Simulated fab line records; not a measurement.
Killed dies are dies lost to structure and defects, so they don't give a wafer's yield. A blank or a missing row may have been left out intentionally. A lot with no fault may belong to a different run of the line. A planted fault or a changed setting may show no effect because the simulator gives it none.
Chamber matching    flow n5Finfet    N5_BEOL_M1_DESCUM_16 on rieDiel-06: 4 sister chambers
The step chemistry O2, time 7 s. 14 wafers are shown with their chamber, then 7 later ones without.

WAFERS, EACH WITH ITS CHAMBER
wafer   chamber  showerheadPlenumPTorr (Torr)  oesProductAu (a.u.)  throttleValvePct (%)
L075.2  2        2.09                          0.71                 20.43
L075.3  3        2.14                          0.94                 20.65
L075.6  0        2.10                          0.74                 20.67
L079.1  3        2.14                          0.93                 20.66
L079.2  0        2.09                          0.73                 20.67
L079.4  2        2.09                          0.70                 20.45
L081.1  1        2.19                          0.73                 20.62
L081.3  0        2.09                          0.73                 20.70
L081.6  1        2.19                          0.73                 20.62
L086.2  3        2.14                          0.91                 20.69
L086.3  0        2.09                          0.73                 20.71
L086.4  1        2.19                          0.73                 20.63
L091.1  3        2.13                          0.89                 20.72
L091.4  0        2.09                          0.74                 20.71

SIGNATURES (averages over the wafers above)
reading                chamber 0  chamber 1  chamber 2  chamber 3  scatter within a chamber
showerheadPlenumPTorr  2.0920     2.1900     2.0900     2.1375     0.00394
oesProductAu           0.7340     0.7300     0.7050     0.9175     0.0128
throttleValvePct       20.6920    20.6233    20.4400    20.6800    0.0222
Rule: a wafer's distance from a chamber is the root of the sum, over the readings, of the square of ((its reading less the chamber's mean) divided by the reading's scatter). If the next closest chamber is less than 2 further off than the closest, the wafer can't be placed; otherwise it belongs to the closest. The scatter: the root of (the sum of the squares of (reading less its chamber's mean) over the shown wafers, divided by (wafers less chambers)).

WAFERS WHOSE CHAMBER IS MISSING
wafer   showerheadPlenumPTorr (Torr)  oesProductAu (a.u.)  throttleValvePct (%)
L091.5  2.08                          0.70                 20.48
L093.1  2.19                          0.72                 20.67
L093.3  2.13                          0.86                 20.71
L093.4  2.08                          0.69                 20.49
L096.1  2.07                          0.69                 20.51
L096.2  2.18                          0.71                 20.65
L096.3  2.13                          0.87                 20.70

THE CHAMBER EACH PASSED THROUGH
wafer   from the rows above  in truth
L091.5  2                    2
L093.1  1                    1
L093.3  3                    3
L093.4  2                    2
L096.1  2                    2
L096.2  1                    1
L096.3  3                    3
7 of 7 placed correctly. Number that these rows cannot place: 0. Number placed wrongly: 0.
